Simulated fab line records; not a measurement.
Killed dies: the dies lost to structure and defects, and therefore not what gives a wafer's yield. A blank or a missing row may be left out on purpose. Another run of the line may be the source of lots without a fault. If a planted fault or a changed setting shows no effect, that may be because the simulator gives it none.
Which tool was responsible? | flow n5-finfet | Sampling: 24 lots, 72 wafers, 4 of 1938 route steps

== WHAT THE GAUGES SHOWED, per wafer ==
N5_BEOL_M2_THK_MEAS_53: measures by xrf. Usual: for M2_THK the level is 39.8 nm and the standard deviation is 1.3.
lot  | measured     | on            | M2_THK (nm)    | flag
L074 | day 6 21:33  | film-metro-02 | 39.9 40.6 38.5 |
L075 | day 7 04:16  | film-metro-01 | 38.2 37.0 37.1 |
L076 | day 7 13:04  | film-metro-02 | 42.3 41.4 39.3 |
L077 | day 7 14:47  | film-metro-01 | 39.2 39.0 42.1 |
L078 | day 7 15:43  | film-metro-01 | 38.2 38.0 38.1 |
L079 | day 8 07:07  | film-metro-02 | 41.3 41.0 39.7 |
L080 | day 8 14:23  | film-metro-01 | 37.8 37.3 37.8 |
L082 | day 8 18:07  | film-metro-02 | 39.7 38.9 39.1 |
L081 | day 9 00:14  | film-metro-02 | 40.8 40.6 40.2 |
L083 | day 9 01:00  | film-metro-01 | 41.4 40.3 40.0 |
L084 | day 9 04:28  | film-metro-01 | 39.3 41.7 38.7 |
L085 | day 9 16:11  | film-metro-01 | 40.3 39.9 41.5 |
L086 | day 10 02:40 | film-metro-01 | 41.7 39.3 39.0 |
L087 | day 10 04:32 | film-metro-02 | 39.9 40.5 38.3 |
L088 | day 10 04:38 | film-metro-02 | 41.2 37.2 39.1 |
L089 | day 11 00:07 | film-metro-01 | 40.4 39.4 39.6 |
L090 | day 11 07:26 | film-metro-01 | 38.3 39.9 39.2 |
L091 | day 11 07:53 | film-metro-01 | 37.7 38.3 39.7 |
L093 | day 11 08:10 | film-metro-02 | 39.0 40.8 39.5 |
L092 | day 11 10:23 | film-metro-01 | 40.1 38.4 38.5 |
L094 | day 11 18:49 | film-metro-02 | 42.2 39.7 41.6 |
L095 | day 12 03:22 | film-metro-02 | 40.5 41.5 39.3 |
L097 | day 12 14:22 | film-metro-01 | 39.0 39.8 39.5 |
L096 | day 12 14:47 | film-metro-01 | 40.5 40.1 40.4 |

N5_BEOL_M2_INSPECT_59: inspects for defects (darkfield). Usual: raw-defect-count reads 74 (standard deviation 25).
lot  | measured     | on                | raw-defect-count | flag
L074 | day 6 21:50  | defect-inspect-01 | 116 127 136      |
L075 | day 7 04:33  | defect-inspect-01 | 65 68 87         |
L076 | day 7 13:23  | defect-inspect-02 | 83 74 83         |
L077 | day 7 15:05  | defect-inspect-01 | 108 98 68        |
L078 | day 7 16:01  | defect-inspect-01 | 100 72 102       |
L079 | day 8 07:28  | defect-inspect-02 | 104 86 43        |
L080 | day 8 14:40  | defect-inspect-01 | 61 53 57         |
L082 | day 8 18:25  | defect-inspect-02 | 88 44 98         |
L081 | day 9 00:32  | defect-inspect-02 | 44 37 65         |
L083 | day 9 01:17  | defect-inspect-01 | 62 109 68        |
L084 | day 9 04:45  | defect-inspect-01 | 26 47 46         |
L085 | day 9 16:28  | defect-inspect-02 | 91 68 56         |
L086 | day 10 02:58 | defect-inspect-01 | 56 57 96         |
L087 | day 10 04:49 | defect-inspect-01 | 61 45 45         |
L088 | day 10 04:58 | defect-inspect-01 | 41 51 66         |
L089 | day 11 00:25 | defect-inspect-01 | 69 68 68         |
L090 | day 11 07:44 | defect-inspect-02 | 88 96 69         |
L091 | day 11 08:11 | defect-inspect-02 | 61 48 61         |
L093 | day 11 08:26 | defect-inspect-02 | 57 48 49         |
L092 | day 11 10:40 | defect-inspect-01 | 67 76 73         |
L094 | day 11 19:06 | defect-inspect-02 | 113 95 65        |
L095 | day 12 03:43 | defect-inspect-01 | 65 44 94         |
L097 | day 12 14:41 | defect-inspect-02 | 68 53 94         |
L096 | day 12 15:04 | defect-inspect-02 | 106 131 88       |

N5_BEOL_M3_CD_MEAS_28: target cd 25.7 nm, target cd y 23.3 nm. Usual: cd-nm reads 25.68 nm (standard deviation 0.23).
lot  | measured     | on        | cd-nm (nm)        | flag
L074 | day 7 01:49  | cd-sem-03 | 25.38 25.34 25.47 |
L075 | day 7 07:40  | cd-sem-02 | 25.50 26.11 25.73 |
L076 | day 7 16:28  | cd-sem-03 | 25.52 25.49 25.64 |
L077 | day 7 17:36  | cd-sem-02 | 25.84 25.71 25.43 |
L078 | day 7 18:08  | cd-sem-01 | 25.88 25.48 25.96 |
L079 | day 8 11:47  | cd-sem-01 | 25.55 25.12 25.56 |
L080 | day 8 18:23  | cd-sem-02 | 25.93 25.38 25.90 |
L082 | day 8 22:19  | cd-sem-02 | 25.65 25.80 25.83 |
L081 | day 9 02:52  | cd-sem-01 | 25.54 25.60 25.26 |
L083 | day 9 03:11  | cd-sem-01 | 25.83 25.99 25.55 |
L084 | day 9 09:43  | cd-sem-01 | 26.08 25.94 26.04 |
L085 | day 9 19:19  | cd-sem-02 | 25.59 25.77 25.94 |
L086 | day 10 05:38 | cd-sem-01 | 25.94 25.73 25.48 |
L087 | day 10 06:57 | cd-sem-03 | 25.60 25.77 25.46 |
L088 | day 10 07:10 | cd-sem-03 | 25.69 25.35 25.74 |
L089 | day 11 05:01 | cd-sem-03 | 25.78 25.84 25.78 |
L090 | day 11 09:22 | cd-sem-01 | 25.73 25.56 25.61 |
L091 | day 11 10:01 | cd-sem-01 | 25.45 25.78 25.49 |
L093 | day 11 11:12 | cd-sem-01 | 25.64 25.59 25.98 |
L092 | day 11 15:20 | cd-sem-03 | 26.13 25.31 26.30 |
L094 | day 11 21:05 | cd-sem-03 | 25.35 25.74 25.82 |
L095 | day 12 05:41 | cd-sem-02 | 25.83 25.90 25.51 |
L097 | day 12 18:45 | cd-sem-01 | 25.64 25.47 25.78 |
L096 | day 12 18:54 | cd-sem-02 | 25.98 25.92 25.82 |

== EACH LOT AND THE TOOL THAT RAN IT (in order: tool; ch and the chambers of the sampled wafers; start) ==
lot  | N5_BEOL_M3_ETCH_74
L074 | rie-diel-03 ch 0,1,3, day 7 00:52
L075 | rie-diel-03 ch 0,2,3, day 7 06:56
L076 | rie-diel-05 ch 1,2, day 7 15:40
L077 | rie-diel-05 ch 1,2, day 7 16:48
L078 | rie-diel-03 ch 1,3, day 7 17:17
L079 | rie-diel-05 ch 0,2,3, day 8 10:55
L080 | rie-diel-03 ch 0,1,2, day 8 17:41
L082 | rie-diel-03 ch 0,1,2, day 8 21:19
L081 | rie-diel-05 ch 0,2, day 9 02:08
L083 | rie-diel-05 ch 0,2, day 9 02:29
L084 | rie-diel-03 ch 0,2,3, day 9 08:57
L085 | rie-diel-03 ch 0,1, day 9 18:24
L086 | rie-diel-05 ch 0,1, day 10 04:52
L087 | rie-diel-05 ch 0,1, day 10 06:01
L088 | rie-diel-06 ch 0,1,2, day 10 06:15
L089 | rie-diel-05 ch 1,2, day 11 04:11
L090 | rie-diel-05 ch 1,2, day 11 08:37
L091 | rie-diel-06 ch 0,2, day 11 09:18
L093 | rie-diel-05 ch 0,1, day 11 10:21
L092 | rie-diel-05 ch 0,1,2, day 11 14:37
L094 | rie-diel-03 ch 0,1,2, day 11 20:23
L095 | rie-diel-06 ch 0,1,2, day 12 04:56
L097 | rie-diel-03 ch 0,1,2, day 12 17:54
L096 | rie-diel-05 ch 0,1,3, day 12 18:10
- N5_BEOL_M3_ETCH_74: etches underlayer in N2/H2, target depth 6.5 nm, time 5.2 s.

== WHAT THE TOOLS THEMSELVES READ (means of the sampled wafers that have a number; where no wafer has one, the mark that the record gives instead) ==
N5_BEOL_M3_ETCH_74. Usual: drypump-motor-current-A 5.4 A, standard deviation 0.4; etch-rf-on-time-s 5.24 s, standard deviation 0.093; oes-product-au 0.67 a.u., standard deviation 0.079; rf-vpp-V 524.6 V, standard deviation 2.6; showerhead-plenum-p-Torr 2.57 Torr, standard deviation 0.08; throttle-valve-pct 17.82 %, standard deviation 0.25.
lot  | tool        | drypump-motor-current-A (A) | etch-rf-on-time-s (s) | oes-product-au (a.u.) | rf-vpp-V (V) | showerhead-plenum-p-Torr (Torr) | throttle-valve-pct (%) | flag
L074 | rie-diel-03 | 5.2                         | 5.25                  | 0.65                  | 525.6        | 2.62                            | 17.80                  |
L075 | rie-diel-03 | 5.1                         | 5.21                  | 0.65                  | 524.8        | 2.57                            | 17.73                  |
L076 | rie-diel-05 | 5.7                         | 5.17                  | 0.60                  | 520.3        | 2.43                            | 18.25                  |
L077 | rie-diel-05 | 5.9                         | 5.19                  | 0.59                  | 521.6        | 2.47                            | 18.26                  |
L078 | rie-diel-03 | 5.1                         | 5.21                  | 0.69                  | 525.7        | 2.59                            | 17.74                  |
L079 | rie-diel-05 | 5.6                         | 5.33                  | 0.62                  | 524.5        | 2.56                            | 17.85                  |
L080 | rie-diel-03 | 5.1                         | 5.30                  | 0.67                  | 525.2        | 2.59                            | 17.69                  |
L082 | rie-diel-03 | 5.1                         | 5.31                  | 0.67                  | 524.8        | 2.59                            | 17.69                  |
L081 | rie-diel-05 | 5.5                         | 5.26                  | 0.62                  | 522.1        | 2.53                            | 17.79                  |
L083 | rie-diel-05 | 5.8                         | 5.32                  | 0.60                  | 524.0        | 2.51                            | 18.04                  |
L084 | rie-diel-03 | 5.1                         | 5.20                  | 0.71                  | 525.1        | 2.56                            | 17.63                  |
L085 | rie-diel-03 | 5.3                         | 5.37                  | 0.60                  | 526.1        | 2.63                            | 17.91                  |
L086 | rie-diel-05 | 5.4                         | 5.18                  | 0.70                  | 525.5        | 2.59                            | 17.65                  |
L087 | rie-diel-05 | 5.5                         | 5.10                  | 0.76                  | 527.1        | 2.65                            | 17.75                  |
L088 | rie-diel-06 | 5.5                         | 5.20                  | 0.66                  | 521.9        | 2.48                            | 18.10                  |
L089 | rie-diel-05 | 5.9                         | 5.15                  | 0.81                  | 524.6        | 2.57                            | 17.87                  |
L090 | rie-diel-05 | 5.7                         | 5.11                  | 0.79                  | 526.9        | 2.64                            | 17.88                  |
L091 | rie-diel-06 | 5.6                         | 5.33                  | 0.62                  | 521.1        | 2.43                            | 18.24                  |
L093 | rie-diel-05 | 5.4                         | 5.21                  | 0.68                  | 525.5        | 2.59                            | 17.66                  |
L092 | rie-diel-05 | 5.6                         | 5.12                  | 0.75                  | 524.7        | 2.57                            | 17.78                  |
L094 | rie-diel-03 | 5.1                         | 5.33                  | 0.64                  | 525.4        | 2.58                            | 17.73                  |
L095 | rie-diel-06 | 5.5                         | 5.24                  | 0.64                  | 521.6        | 2.48                            | 18.13                  |
L097 | rie-diel-03 | 5.1                         | 5.27                  | 0.64                  | 524.7        | 2.57                            | 17.74                  |
L096 | rie-diel-05 | 5.4                         | 5.16                  | 0.67                  | 525.6        | 2.62                            | 17.76                  |

== THE ANSWER, worked out from the rows above alone ==
Rule: a lot is off if the mean of its wafers that have a number lies more than 3 standard deviations from the usual mean. A lot without any number at a reading at which 4 lots or more have one is off too. Any other lot the step has rows for is counted as sound. Order of review: gauges by route order, followed by the tools' own readings, for which a lot's mean as printed above is used. At the first step where some lot is off, the reading lying furthest off is the one used; lots without a number count as furthest.
Across all readings shown, no lot is off: no conclusion can be drawn from this.

== WHAT WAS PUT IN BY THE SIMULATOR ==
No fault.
